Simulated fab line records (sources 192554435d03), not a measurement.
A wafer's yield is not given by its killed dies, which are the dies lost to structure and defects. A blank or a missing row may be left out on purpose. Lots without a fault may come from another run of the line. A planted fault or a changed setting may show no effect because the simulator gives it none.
fab line records / flow n5_finfet / part 2 of 2: steps 20 to 29 of 29
record: lots: 5 wafers: 15 last_day: 17
route steps=1938 shown BEOL_M0_SAQP@682 BEOL_M0_CUTY@701
lots that met no fault: taken from a fault-free run of the same line
start_h: hours from the record's opening day to when the first of the lot's shown wafers began / wait_h: time in hours since the lot's previous step / " identical to the entry in the row above / L1.1+2: a single row standing in for several wafers / - value missing, or start not given / * or withheld: withheld / < > ~ a bound
route shown NAME@n: a module of which the file shows steps, and the number in the route of the first / usual: mean and standard deviation over wafers with no fault / same: alike in all rows / chamber/n: place in a boat / sites: readings site by site / _std_site: the values' standard deviation / _edge_site: mean of outer sites minus mean of inner sites / radius_mm: for every site, how far away it sits from the centre of the wafer / mask NAME#n: copy n / behind: the tool/chamber that last shaped the wafer / hold: the reason the lot was held/the length of the hold in hours/how it ended / device: which transistor (n, p or np) failed to switch / end of line: tests of these same wafers at the route's end / a step without rows: its recipe alone / killed: count of dies lost to structure and defects at first sort (not the wafer's yield) / map: a wafer's dies, x killed, . not, _ none there
set.NAME: the setting the step ran with; set.NAME@STEP: the setting that earlier step ran with / model.NAME: the simulator's own value behind a step, which no gauge read
lots at some steps of the route; a table a step, a row a wafer
services: from which hour (start_h, from the record's first day; less than 0 if before it) a tool's chamber was out of use, for how many hours, and why
== steps ==
step: N5_BEOL_M0_CUTY_COAT_50
recipe: resist: SiARC temp_c: 220 time_s: 60 spin_rpm: 1500 resist_thk_nm: 15
usual: exhaust_pa: 44.9/0.86
lot.wafer=L080.2 tool=litho_track-03 chamber=0 start_h=163.78 wait_h=0.0 exhaust_pa=45.9
lot.wafer=L080.3 tool=litho_track-03 chamber=0 start_h=163.78 wait_h=0.0 exhaust_pa=44.8
lot.wafer=L080.4 tool=litho_track-03 chamber=0 start_h=163.78 wait_h=0.0 exhaust_pa=45.1
lot.wafer=L085.1 tool=litho_track-01 chamber=0 start_h=182.94 wait_h=0.0 exhaust_pa=43.4
lot.wafer=L085.2 tool=litho_track-01 chamber=0 start_h=182.94 wait_h=0.0 exhaust_pa=44.3
lot.wafer=L085.6 tool=litho_track-01 chamber=0 start_h=182.94 wait_h=0.0 exhaust_pa=43.7
lot.wafer=L089.3 tool=litho_track-02 chamber=0 start_h=206.73 wait_h=0.0 exhaust_pa=45.3
lot.wafer=L089.5 tool=litho_track-02 chamber=0 start_h=206.73 wait_h=0.0 exhaust_pa=45.2
lot.wafer=L089.6 tool=litho_track-02 chamber=0 start_h=206.73 wait_h=0.0 exhaust_pa=45.7
lot.wafer=L093.1 tool=litho_track-01 chamber=0 start_h=225.22 wait_h=0.0 exhaust_pa=43.1
lot.wafer=L093.5 tool=litho_track-01 chamber=0 start_h=225.22 wait_h=0.0 exhaust_pa=44.0
lot.wafer=L093.6 tool=litho_track-01 chamber=0 start_h=225.22 wait_h=0.0 exhaust_pa=42.6
lot.wafer=L095.2 tool=litho_track-01 chamber=0 start_h=245.91 wait_h=0.0 exhaust_pa=44.3
lot.wafer=L095.3 tool=litho_track-01 chamber=0 start_h=245.91 wait_h=0.0 exhaust_pa=44.1
lot.wafer=L095.6 tool=litho_track-01 chamber=0 start_h=245.91 wait_h=0.0 exhaust_pa=45.2
step: N5_BEOL_M0_CUTY_COAT_51
recipe: resist: CAR-ArF-block spin_rpm: 1500 resist_thk_nm: 150
usual: exhaust_pa: 44.8/0.93
lot.wafer=L080.2 tool=litho_track-03 chamber=0 start_h=- wait_h=- exhaust_pa=44.5
lot.wafer=L080.3 tool=litho_track-03 chamber=0 start_h=- wait_h=- exhaust_pa=43.9
lot.wafer=L080.4 tool=litho_track-03 chamber=0 start_h=- wait_h=- exhaust_pa=44.9
lot.wafer=L085.1 tool=litho_track-01 chamber=0 start_h=- wait_h=- exhaust_pa=44.5
lot.wafer=L085.2 tool=litho_track-01 chamber=0 start_h=- wait_h=- exhaust_pa=43.9
lot.wafer=L085.6 tool=litho_track-01 chamber=0 start_h=- wait_h=- exhaust_pa=44.1
lot.wafer=L089.3 tool=litho_track-02 chamber=0 start_h=- wait_h=- exhaust_pa=44.8
lot.wafer=L089.5 tool=litho_track-02 chamber=0 start_h=- wait_h=- exhaust_pa=44.4
lot.wafer=L089.6 tool=litho_track-02 chamber=0 start_h=- wait_h=- exhaust_pa=43.9
lot.wafer=L093.1 tool=litho_track-01 chamber=0 start_h=- wait_h=- exhaust_pa=44.4
lot.wafer=L093.5 tool=litho_track-01 chamber=0 start_h=- wait_h=- exhaust_pa=42.1
lot.wafer=L093.6 tool=litho_track-01 chamber=0 start_h=- wait_h=- exhaust_pa=43.2
lot.wafer=L095.2 tool=litho_track-01 chamber=0 start_h=- wait_h=- exhaust_pa=44.3
lot.wafer=L095.3 tool=litho_track-01 chamber=0 start_h=- wait_h=- exhaust_pa=44.1
lot.wafer=L095.6 tool=litho_track-01 chamber=0 start_h=- wait_h=- exhaust_pa=43.3
step: N5_BEOL_M0_CUTY_EBR_52
recipe: solvent: PGMEA ebr_width_mm: 1.5
usual: exhaust_pa: 45.0/0.97
lot.wafer=L080.2 tool=litho_track-03 chamber=0 start_h=- wait_h=- exhaust_pa=43.0
lot.wafer=L080.3 tool=litho_track-03 chamber=0 start_h=- wait_h=- exhaust_pa=43.8
lot.wafer=L080.4 tool=litho_track-03 chamber=0 start_h=- wait_h=- exhaust_pa=44.9
lot.wafer=L085.1 tool=litho_track-01 chamber=0 start_h=- wait_h=- exhaust_pa=46.1
lot.wafer=L085.2 tool=litho_track-01 chamber=0 start_h=- wait_h=- exhaust_pa=45.2
lot.wafer=L085.6 tool=litho_track-01 chamber=0 start_h=- wait_h=- exhaust_pa=45.6
lot.wafer=L089.3 tool=litho_track-02 chamber=0 start_h=- wait_h=- exhaust_pa=45.5
lot.wafer=L089.5 tool=litho_track-02 chamber=0 start_h=- wait_h=- exhaust_pa=46.1
lot.wafer=L089.6 tool=litho_track-02 chamber=0 start_h=- wait_h=- exhaust_pa=44.6
lot.wafer=L093.1 tool=litho_track-01 chamber=0 start_h=- wait_h=- exhaust_pa=45.2
lot.wafer=L093.5 tool=litho_track-01 chamber=0 start_h=- wait_h=- exhaust_pa=44.7
lot.wafer=L093.6 tool=litho_track-01 chamber=0 start_h=- wait_h=- exhaust_pa=44.0
lot.wafer=L095.2 tool=litho_track-01 chamber=0 start_h=- wait_h=- exhaust_pa=44.4
lot.wafer=L095.3 tool=litho_track-01 chamber=0 start_h=- wait_h=- exhaust_pa=45.4
lot.wafer=L095.6 tool=litho_track-01 chamber=0 start_h=- wait_h=- exhaust_pa=45.5
step: N5_BEOL_M0_CUTY_SOFTBAKE_53
recipe: temp_c: 110 time_s: 60 resist: CAR-ArF-block
usual: exhaust_pa: 45.1/0.87
lot.wafer=L080.2 tool=litho_track-03 chamber=0 start_h=- wait_h=- exhaust_pa=47.3
lot.wafer=L080.3 tool=litho_track-03 chamber=0 start_h=- wait_h=- exhaust_pa=46.0
lot.wafer=L080.4 tool=litho_track-03 chamber=0 start_h=- wait_h=- exhaust_pa=46.5
lot.wafer=L085.1 tool=litho_track-01 chamber=0 start_h=- wait_h=- exhaust_pa=43.7
lot.wafer=L085.2 tool=litho_track-01 chamber=0 start_h=- wait_h=- exhaust_pa=43.6
lot.wafer=L085.6 tool=litho_track-01 chamber=0 start_h=- wait_h=- exhaust_pa=44.4
lot.wafer=L089.3 tool=litho_track-02 chamber=0 start_h=- wait_h=- exhaust_pa=45.2
lot.wafer=L089.5 tool=litho_track-02 chamber=0 start_h=- wait_h=- exhaust_pa=45.8
lot.wafer=L089.6 tool=litho_track-02 chamber=0 start_h=- wait_h=- exhaust_pa=46.3
lot.wafer=L093.1 tool=litho_track-01 chamber=0 start_h=- wait_h=- exhaust_pa=44.3
lot.wafer=L093.5 tool=litho_track-01 chamber=0 start_h=- wait_h=- exhaust_pa=45.8
lot.wafer=L093.6 tool=litho_track-01 chamber=0 start_h=- wait_h=- exhaust_pa=45.3
lot.wafer=L095.2 tool=litho_track-01 chamber=0 start_h=- wait_h=- exhaust_pa=45.5
lot.wafer=L095.3 tool=litho_track-01 chamber=0 start_h=- wait_h=- exhaust_pa=43.7
lot.wafer=L095.6 tool=litho_track-01 chamber=0 start_h=- wait_h=- exhaust_pa=45.0
step: N5_BEOL_M0_CUTY_EXPOSE_54
recipe: mask_id: M0_ABLK na: 1.35 source_shape: conventional sigma_outer: 0.8 polarization: unpolarized dose_mj: 36
lot.wafer=L080.2+3+4 tool=arfi_scanner-03 chamber=0 start_h=163.88 wait_h=- mask=M0_ABLK#0
lot.wafer=L085.1+2+6 tool=arfi_scanner-01 chamber=0 start_h=183.17 wait_h=- mask=M0_ABLK#0
lot.wafer=L089.3+5+6 tool=arfi_scanner-01 chamber=0 start_h=206.84 wait_h=- mask=M0_ABLK#0
lot.wafer=L093.1+5+6 tool=arfi_scanner-01 chamber=0 start_h=225.45 wait_h=- mask=M0_ABLK#0
lot.wafer=L095.2+3+6 tool=arfi_scanner-01 chamber=0 start_h=246.14 wait_h=- mask=M0_ABLK#0
step: N5_BEOL_M0_CUTY_PEB_55
recipe: peb_temp_c: 110 peb_time_s: 60 resist: CAR-ArF-block
usual: exhaust_pa: 45.0/0.79
lot.wafer=L080.2 tool=litho_track-01 chamber=0 start_h=163.93 wait_h=0.0 exhaust_pa=44.4
lot.wafer=L080.3 tool=litho_track-01 chamber=0 start_h=163.93 wait_h=0.0 exhaust_pa=44.0
lot.wafer=L080.4 tool=litho_track-01 chamber=0 start_h=163.93 wait_h=0.0 exhaust_pa=45.8
lot.wafer=L085.1 tool=litho_track-01 chamber=0 start_h=183.23 wait_h=0.1 exhaust_pa=44.0
lot.wafer=L085.2 tool=litho_track-01 chamber=0 start_h=183.23 wait_h=0.1 exhaust_pa=44.8
lot.wafer=L085.6 tool=litho_track-01 chamber=0 start_h=183.23 wait_h=0.1 exhaust_pa=45.5
lot.wafer=L089.3 tool=litho_track-01 chamber=0 start_h=206.89 wait_h=0.0 exhaust_pa=44.2
lot.wafer=L089.5 tool=litho_track-01 chamber=0 start_h=206.89 wait_h=0.0 exhaust_pa=45.6
lot.wafer=L089.6 tool=litho_track-01 chamber=0 start_h=206.89 wait_h=0.0 exhaust_pa=43.6
lot.wafer=L093.1 tool=litho_track-03 chamber=0 start_h=225.50 wait_h=0.1 exhaust_pa=44.5
lot.wafer=L093.5 tool=litho_track-03 chamber=0 start_h=225.50 wait_h=0.1 exhaust_pa=44.2
lot.wafer=L093.6 tool=litho_track-03 chamber=0 start_h=225.50 wait_h=0.1 exhaust_pa=44.9
lot.wafer=L095.2 tool=litho_track-02 chamber=0 start_h=246.19 wait_h=0.0 exhaust_pa=43.8
lot.wafer=L095.3 tool=litho_track-02 chamber=0 start_h=246.19 wait_h=0.0 exhaust_pa=43.0
lot.wafer=L095.6 tool=litho_track-02 chamber=0 start_h=246.19 wait_h=0.0 exhaust_pa=43.0
step: N5_BEOL_M0_CUTY_DEVELOP_56
recipe: develop_time_s: 30 developer: TMAH resist: CAR-ArF-block rinse_liquid: diw dry: air_spin dev_temp_c: 23
usual: exhaust_pa: 45.0/0.87
lot.wafer=L080.2 tool=litho_track-01 chamber=0 start_h=- wait_h=- exhaust_pa=45.2
lot.wafer=L080.3 tool=litho_track-01 chamber=0 start_h=- wait_h=- exhaust_pa=43.0
lot.wafer=L080.4 tool=litho_track-01 chamber=0 start_h=- wait_h=- exhaust_pa=44.1
lot.wafer=L085.1 tool=litho_track-01 chamber=0 start_h=- wait_h=- exhaust_pa=45.0
lot.wafer=L085.2 tool=litho_track-01 chamber=0 start_h=- wait_h=- exhaust_pa=44.7
lot.wafer=L085.6 tool=litho_track-01 chamber=0 start_h=- wait_h=- exhaust_pa=43.8
lot.wafer=L089.3 tool=litho_track-01 chamber=0 start_h=- wait_h=- exhaust_pa=44.7
lot.wafer=L089.5 tool=litho_track-01 chamber=0 start_h=- wait_h=- exhaust_pa=44.9
lot.wafer=L089.6 tool=litho_track-01 chamber=0 start_h=- wait_h=- exhaust_pa=45.5
lot.wafer=L093.1 tool=litho_track-03 chamber=0 start_h=- wait_h=- exhaust_pa=44.5
lot.wafer=L093.5 tool=litho_track-03 chamber=0 start_h=- wait_h=- exhaust_pa=44.6
lot.wafer=L093.6 tool=litho_track-03 chamber=0 start_h=- wait_h=- exhaust_pa=45.8
lot.wafer=L095.2 tool=litho_track-02 chamber=0 start_h=- wait_h=- exhaust_pa=45.5
lot.wafer=L095.3 tool=litho_track-02 chamber=0 start_h=- wait_h=- exhaust_pa=45.7
lot.wafer=L095.6 tool=litho_track-02 chamber=0 start_h=- wait_h=- exhaust_pa=44.7
step: N5_BEOL_M0_CUTY_CD_MEAS_57
recipe: target_cd_nm: 200 landing_energy_ev: 500 detector: se_inlens polarity: line
usual: cd_nm: 199.2/0.92
lot.wafer=L080.2 tool=cd_sem-01 chamber=0 start_h=164.00 wait_h=- cd_nm=201.2
lot.wafer=L080.3 tool=cd_sem-01 chamber=0 start_h=164.00 wait_h=- cd_nm=200.7
lot.wafer=L080.4 tool=cd_sem-01 chamber=0 start_h=164.00 wait_h=- cd_nm=200.0
lot.wafer=L085.1 tool=cd_sem-01 chamber=0 start_h=183.29 wait_h=- cd_nm=198.9
lot.wafer=L085.2 tool=cd_sem-01 chamber=0 start_h=183.29 wait_h=- cd_nm=198.7
lot.wafer=L085.6 tool=cd_sem-01 chamber=0 start_h=183.29 wait_h=- cd_nm=198.5
lot.wafer=L089.3 tool=cd_sem-03 chamber=0 start_h=206.95 wait_h=- cd_nm=199.4
lot.wafer=L089.5 tool=cd_sem-03 chamber=0 start_h=206.95 wait_h=- cd_nm=198.6
lot.wafer=L089.6 tool=cd_sem-03 chamber=0 start_h=206.95 wait_h=- cd_nm=198.9
lot.wafer=L093.1 tool=cd_sem-01 chamber=0 start_h=225.57 wait_h=- cd_nm=198.6
lot.wafer=L093.5 tool=cd_sem-01 chamber=0 start_h=225.57 wait_h=- cd_nm=198.0
lot.wafer=L093.6 tool=cd_sem-01 chamber=0 start_h=225.57 wait_h=- cd_nm=198.1
lot.wafer=L095.2 tool=cd_sem-01 chamber=0 start_h=246.26 wait_h=- cd_nm=198.7
lot.wafer=L095.3 tool=cd_sem-01 chamber=0 start_h=246.26 wait_h=- cd_nm=197.8
lot.wafer=L095.6 tool=cd_sem-01 chamber=0 start_h=246.26 wait_h=- cd_nm=198.6
step: N5_BEOL_M0_CUTY_OVL_MEAS_58
recipe: points_per_wafer: 44
usual: M0_ABLK_OVL: 0.3/0.77
lot.wafer=L080.2 tool=overlay-02 chamber=0 start_h=164.03 wait_h=0.0 M0_ABLK_OVL[nm]=-0.2
lot.wafer=L080.3 tool=overlay-02 chamber=0 start_h=164.03 wait_h=0.0 M0_ABLK_OVL[nm]=0.6
lot.wafer=L080.4 tool=overlay-02 chamber=0 start_h=164.03 wait_h=0.0 M0_ABLK_OVL[nm]=-0.9
lot.wafer=L085.1 tool=overlay-02 chamber=0 start_h=183.32 wait_h=0.0 M0_ABLK_OVL[nm]=-1.2
lot.wafer=L085.2 tool=overlay-02 chamber=0 start_h=183.32 wait_h=0.0 M0_ABLK_OVL[nm]=0.1
lot.wafer=L085.6 tool=overlay-02 chamber=0 start_h=183.32 wait_h=0.0 M0_ABLK_OVL[nm]=-0.1
lot.wafer=L089.3 tool=overlay-01 chamber=0 start_h=206.98 wait_h=0.0 M0_ABLK_OVL[nm]=1.5
lot.wafer=L089.5 tool=overlay-01 chamber=0 start_h=206.98 wait_h=0.0 M0_ABLK_OVL[nm]=1.2
lot.wafer=L089.6 tool=overlay-01 chamber=0 start_h=206.98 wait_h=0.0 M0_ABLK_OVL[nm]=0.6
lot.wafer=L093.1 tool=overlay-01 chamber=0 start_h=225.60 wait_h=0.0 M0_ABLK_OVL[nm]=-0.8
lot.wafer=L093.5 tool=overlay-01 chamber=0 start_h=225.60 wait_h=0.0 M0_ABLK_OVL[nm]=-1.0
lot.wafer=L093.6 tool=overlay-01 chamber=0 start_h=225.60 wait_h=0.0 M0_ABLK_OVL[nm]=-0.9
lot.wafer=L095.2 tool=overlay-02 chamber=0 start_h=246.29 wait_h=0.0 M0_ABLK_OVL[nm]=0.4
lot.wafer=L095.3 tool=overlay-02 chamber=0 start_h=246.29 wait_h=0.0 M0_ABLK_OVL[nm]=0.1
lot.wafer=L095.6 tool=overlay-02 chamber=0 start_h=246.29 wait_h=0.0 M0_ABLK_OVL[nm]=1.2
step: N5_BEOL_M0_CUTY_INSPECT_59
recipe: mode: adi inspect_instrument: macro
usual: raw_defect_count: 1.9/1.4
lot.wafer=L080.2 tool=defect_inspect-02 chamber=- start_h=164.05 wait_h=0.0 raw_defect_count=0
lot.wafer=L080.3 tool=defect_inspect-02 chamber=- start_h=164.05 wait_h=0.0 raw_defect_count=3
lot.wafer=L080.4 tool=defect_inspect-02 chamber=- start_h=164.05 wait_h=0.0 raw_defect_count=0
lot.wafer=L085.1 tool=defect_inspect-02 chamber=- start_h=183.35 wait_h=0.0 raw_defect_count=4
lot.wafer=L085.2 tool=defect_inspect-02 chamber=- start_h=183.35 wait_h=0.0 raw_defect_count=2
lot.wafer=L085.6 tool=defect_inspect-02 chamber=- start_h=183.35 wait_h=0.0 raw_defect_count=1
lot.wafer=L089.3 tool=defect_inspect-02 chamber=- start_h=207.01 wait_h=0.0 raw_defect_count=1
lot.wafer=L089.5 tool=defect_inspect-02 chamber=- start_h=207.01 wait_h=0.0 raw_defect_count=4
lot.wafer=L089.6 tool=defect_inspect-02 chamber=- start_h=207.01 wait_h=0.0 raw_defect_count=4
lot.wafer=L093.1 tool=defect_inspect-02 chamber=- start_h=225.63 wait_h=0.0 raw_defect_count=2
lot.wafer=L093.5 tool=defect_inspect-02 chamber=- start_h=225.63 wait_h=0.0 raw_defect_count=2
lot.wafer=L093.6 tool=defect_inspect-02 chamber=- start_h=225.63 wait_h=0.0 raw_defect_count=1
lot.wafer=L095.2 tool=defect_inspect-02 chamber=- start_h=246.31 wait_h=0.0 raw_defect_count=1
lot.wafer=L095.3 tool=defect_inspect-02 chamber=- start_h=246.31 wait_h=0.0 raw_defect_count=0
lot.wafer=L095.6 tool=defect_inspect-02 chamber=- start_h=246.31 wait_h=0.0 raw_defect_count=1
== services ==
tool=arfi_scanner-01 chamber=- start_h=144.21 hours=1.0 kind=pm
tool=euv_scanner-02 chamber=- start_h=151.22 hours=4.6 kind=pm
tool=arfi_scanner-01 chamber=- start_h=152.11 hours=0.8 kind=pm
tool=rie_diel-05 chamber=2 start_h=154.96 hours=3.7 kind=repair
tool=arfi_scanner-03 chamber=- start_h=155.13 hours=0.8 kind=pm
tool=euv_scanner-01 chamber=- start_h=155.82 hours=1.0 kind=pm
tool=rie_diel-01 chamber=3 start_h=156.15 hours=22.7 kind=repair
tool=euv_scanner-02 chamber=- start_h=156.83 hours=17.3 kind=pm
tool=rie_diel-06 chamber=2 start_h=158.83 hours=4.2 kind=repair
tool=arfi_scanner-01 chamber=- start_h=166.50 hours=1.0 kind=repair
tool=arfi_scanner-03 chamber=- start_h=169.73 hours=3.1 kind=repair
tool=euv_scanner-01 chamber=- start_h=171.61 hours=1.6 kind=repair
tool=euv_scanner-02 chamber=- start_h=174.13 hours=1.0 kind=pm
tool=arfi_scanner-01 chamber=- start_h=191.09 hours=0.5 kind=repair
tool=euv_scanner-02 chamber=- start_h=191.69 hours=0.6 kind=repair
tool=arfi_scanner-03 chamber=- start_h=193.81 hours=1.0 kind=pm
tool=arfi_scanner-01 chamber=- start_h=200.78 hours=1.3 kind=pm
tool=euv_scanner-01 chamber=- start_h=209.10 hours=1.0 kind=pm
tool=rie_diel-06 chamber=1 start_h=212.61 hours=5.3 kind=repair
tool=euv_scanner-02 chamber=- start_h=215.67 hours=1.0 kind=pm
tool=arfi_scanner-01 chamber=- start_h=218.14 hours=0.4 kind=repair
tool=ald_sin-03 chamber=- start_h=223.08 hours=6.0 kind=pm
tool=euv_scanner-01 chamber=- start_h=223.18 hours=4.6 kind=pm
tool=rie_diel-05 chamber=2 start_h=235.25 hours=4.6 kind=repair
